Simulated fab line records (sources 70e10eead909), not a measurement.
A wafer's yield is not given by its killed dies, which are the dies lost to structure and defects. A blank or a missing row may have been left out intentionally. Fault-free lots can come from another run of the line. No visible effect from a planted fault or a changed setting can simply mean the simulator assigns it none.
Check of tool commonality + flow nand_harc + 12 lots, 36 wafers sampled

== THE REASON FOR OPENING IT ==
On 1 of the 12 lots, a flag is raised at NHARC_P_ZERO_WELL_CD_MEAS_24 on the reading cd_nm. No-fault wafers: 719.9 nm, standard deviation 1.1.
Rule: a lot is flagged when every wafer of it that has a number lies more than 4 standard deviations from that mean, or none has a number. The other lots count as sound.

| lot  | measured     | on        | cd_nm (nm), wafer by wafer | flag    |
|------|--------------|-----------|----------------------------|---------|
| L428 | day 1 06:46  | cd_sem-03 | 720.2 720.3 718.6          |         |
| L430 | day 1 18:37  | cd_sem-01 | 718.6 720.9 719.2          |         |
| L433 | day 3 00:37  | cd_sem-03 | 720.0 720.4 720.3          |         |
| L434 | day 3 11:04  | cd_sem-03 | 721.2 719.0 720.1          |         |
| L435 | day 3 20:38  | cd_sem-01 | 721.4 718.8 720.6          |         |
| L436 | day 4 06:28  | cd_sem-02 | 719.5 720.4 720.8          |         |
| L437 | day 4 16:46  | cd_sem-01 | 682.0 683.1 683.3          | FLAGGED |
| L441 | day 6 08:53  | cd_sem-01 | 721.3 719.9 720.5          |         |
| L447 | day 8 20:28  | cd_sem-01 | 719.1 720.5 720.7          |         |
| L448 | day 9 06:20  | cd_sem-01 | 720.2 719.3 720.2          |         |
| L450 | day 10 02:20 | cd_sem-01 | 720.8 720.2 719.5          |         |
| L451 | day 10 12:26 | cd_sem-01 | 720.4 718.3 719.2          |         |
The numbers of the flagged lots are 682.8 nm on average: -37.1 nm against the usual, or -34 standard deviations.

== LOT BY LOT: THE TOOL USED ==
The record keeps 1 process step preceding the reading, out of 1302 steps on the route. Each cell gives the tool, then ch followed by the chambers the sampled wafers passed through, then the start.
| lot  | flag    | NHARC_P_ZERO_WELL_EXPOSE_21       |
|------|---------|-----------------------------------|
| L428 |         | krf_scanner-04 ch 0, day 1 06:37  |
| L430 |         | krf_scanner-04 ch 0, day 1 18:28  |
| L433 |         | krf_scanner-02 ch 0, day 3 00:27  |
| L434 |         | krf_scanner-03 ch 0, day 3 10:55  |
| L435 |         | krf_scanner-02 ch 0, day 3 20:28  |
| L436 |         | krf_scanner-04 ch 0, day 4 06:19  |
| L437 | FLAGGED | krf_scanner-03 ch 0, day 4 16:36  |
| L441 |         | krf_scanner-03 ch 0, day 6 08:44  |
| L447 |         | krf_scanner-02 ch 0, day 8 20:19  |
| L448 |         | krf_scanner-02 ch 0, day 9 06:10  |
| L450 |         | krf_scanner-04 ch 0, day 10 02:10 |
| L451 |         | krf_scanner-04 ch 0, day 10 12:17 |
These steps, and what they do:
- NHARC_P_ZERO_WELL_EXPOSE_21: exposes mask P NWELL, target cd 720 nm.
- NHARC_P_ZERO_WELL_CD_MEAS_24: target cd 720 nm.

== FLAGGED OVER TOTAL, TOOL BY TOOL (the gauges that took the reading come last) ==
| step                         | tool           | lots run | flagged | share of the flagged lots | sound lots run after its first flagged lot |
|------------------------------|----------------|----------|---------|---------------------------|--------------------------------------------|
| NHARC_P_ZERO_WELL_EXPOSE_21  | krf_scanner-02 | 4        | 0       | none                      | -                                          |
| NHARC_P_ZERO_WELL_EXPOSE_21  | krf_scanner-03 | 3        | 1       | all                       | 1 (L441)                                   |
| NHARC_P_ZERO_WELL_EXPOSE_21  | krf_scanner-04 | 5        | 0       | none                      | -                                          |
| NHARC_P_ZERO_WELL_CD_MEAS_24 | cd_sem-01      | 8        | 1       | all                       | 5 (L441,L447,L448,L450,L451)               |
| NHARC_P_ZERO_WELL_CD_MEAS_24 | cd_sem-02      | 1        | 0       | none                      | -                                          |
| NHARC_P_ZERO_WELL_CD_MEAS_24 | cd_sem-03      | 3        | 0       | none                      | -                                          |

== THE TABLE: WHAT IT ALLOWS ==
krf_scanner-03 at NHARC_P_ZERO_WELL_EXPOSE_21 and cd_sem-01 at NHARC_P_ZERO_WELL_CD_MEAS_24 are the 2 rows of the table that ran each flagged lot.
- krf_scanner-03 at NHARC_P_ZERO_WELL_EXPOSE_21: 1 of its 3 lots flagged. Lots that were sound ran on it after the first flagged one (L441); a persistent fault on the entire tool would not allow that.
- cd_sem-01 at NHARC_P_ZERO_WELL_CD_MEAS_24: 1 of its 8 lots flagged. Lots that were sound ran on it after the first flagged one (L441, L447, L448, L450, L451); a persistent fault on the entire tool would not allow that.
None of the table's rows ran every flagged lot and, after the first, no sound lot.

== WHAT THE SIMULATOR PUT IN ==
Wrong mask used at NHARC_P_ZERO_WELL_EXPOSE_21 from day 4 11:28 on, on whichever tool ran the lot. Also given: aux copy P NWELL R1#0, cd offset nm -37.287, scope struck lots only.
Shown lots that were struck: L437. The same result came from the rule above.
